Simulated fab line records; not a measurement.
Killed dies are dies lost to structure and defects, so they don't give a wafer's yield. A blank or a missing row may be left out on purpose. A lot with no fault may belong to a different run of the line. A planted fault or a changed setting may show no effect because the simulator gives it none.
A struck lot beside a sound one -- flow n5_finfet -- 14 out of 1938 route steps
Sound: the wafers L994.1, L994.4, L994.6. Struck: wafer L103.2. (L103.4 of the same lot was not struck and is left out.) The cause comes at the end.
Each step with rows lists, per side, the tool, then ch with its chambers, then its first start. Under that, the readings that differ: sound wafers -- struck wafers -- difference of the means -- sigmas: that difference in standard deviations of wafers without a fault.
alike: words and numbers the same on both sides, and readings whose means are apart by under 2 such deviations; not compared: readings that were withheld, readings missing a value for some wafer, numbers with overlapping values and no deviation given by the record, and bounds like >300 which may hide the same value.
A row with sigmas, a row that says differs or no value, or rows on one side alone: a step with any of these is where the two part. Numbers that don't overlap but have no deviation are shown without sigmas and don't part them. Lack of a reading on every wafer of one side parts them only where that side has two or more wafers.

first, 7 steps without rows for these wafers: N5_BEOL_M11_COAT_64 (time 60 s, resist thk 30 nm); N5_BEOL_M11_COAT_22 (resist thk 90 nm); N5_BEOL_M11_EBR_24; N5_BEOL_M11_SOFTBAKE_23 (time 60 s); N5_BEOL_M11_EXPOSE_25 (exposes mask V10); N5_BEOL_M11_PEB_26 (peb time 60 s); N5_BEOL_M11_DEVELOP_27 (develop time 30 s).
N5_BEOL_M11_CD_MEAS_28: the cd target is 70 nm.
  sound on cd_sem-01 ch 0, day 13 17:32; struck on cd_sem-02 ch 0, day 15 14:25
  alike: cd_nm
N5_BEOL_M11_OVL_MEAS_29:
  sound on overlay-01 ch 0, day 13 17:34; struck on overlay-01 ch 0, day 15 14:26
  alike: V10_OVL
N5_BEOL_M11_INSPECT_30: inspects for defects (brightfield).
  struck on defect_inspect-01, day 15 14:28; sound on defect_inspect-01, day 13 17:35
  alike: raw_defect_count
N5_BEOL_M11_DESCUM_33: chemistry O2, time 7.9 s.
  sound on rie_diel-01 ch 1,2,3, day 13 17:37; struck on rie_diel-04 ch 2, day 15 14:30
reading,sound,struck,difference,sigmas
throttle_valve_pct (%),20.45 20.42 20.09,20.73,+0.41,+2
  alike: drypump_motor_current_A, oes_product_au, rf_vpp_V, showerhead_plenum_p_Torr
  not compared: rf_hours_counter_h
N5_BEOL_M11_ETCH_65: etches SiARC in CF4, target depth 39 nm, time 65 s.
  sound on rie_diel-01 ch 1,2,3, day 13 17:39; struck on rie_diel-04 ch 2, day 15 14:32
  alike: drypump_motor_current_A, etch_rf_on_time_s, oes_product_au, rf_vpp_V, showerhead_plenum_p_Torr, throttle_valve_pct
  not compared: rf_hours_counter_h
N5_BEOL_M11_ETCH_66: etches SOC in N2/H2, target depth 120 nm, overetch 24 nm, time 180 s.
  sound on rie_diel-01 ch 1,2,3, day 13 17:42; struck on rie_diel-04 ch 2, day 15 14:35
reading,sound,struck,difference,sigmas
model.SiARC_of_BEOL_M11_COAT_64.thk_nm (nm),22.6 22.8 22.4,20.4,-2.2,
  alike: drypump_motor_current_A, oes_product_au, rf_vpp_V, showerhead_plenum_p_Torr, throttle_valve_pct
  not compared: rf_hours_counter_h
then, 1 step without rows for these wafers: N5_BEOL_M11_STRIP_69 (strips in N2/H2).

== WHERE THEY PART ==
N5_BEOL_M11_DESCUM_33 only, going by this record. Later steps at which nothing parts them and some readings are alike: N5_BEOL_M11_ETCH_65, N5_BEOL_M11_ETCH_66.

WHY: whatever the simulator had introduced
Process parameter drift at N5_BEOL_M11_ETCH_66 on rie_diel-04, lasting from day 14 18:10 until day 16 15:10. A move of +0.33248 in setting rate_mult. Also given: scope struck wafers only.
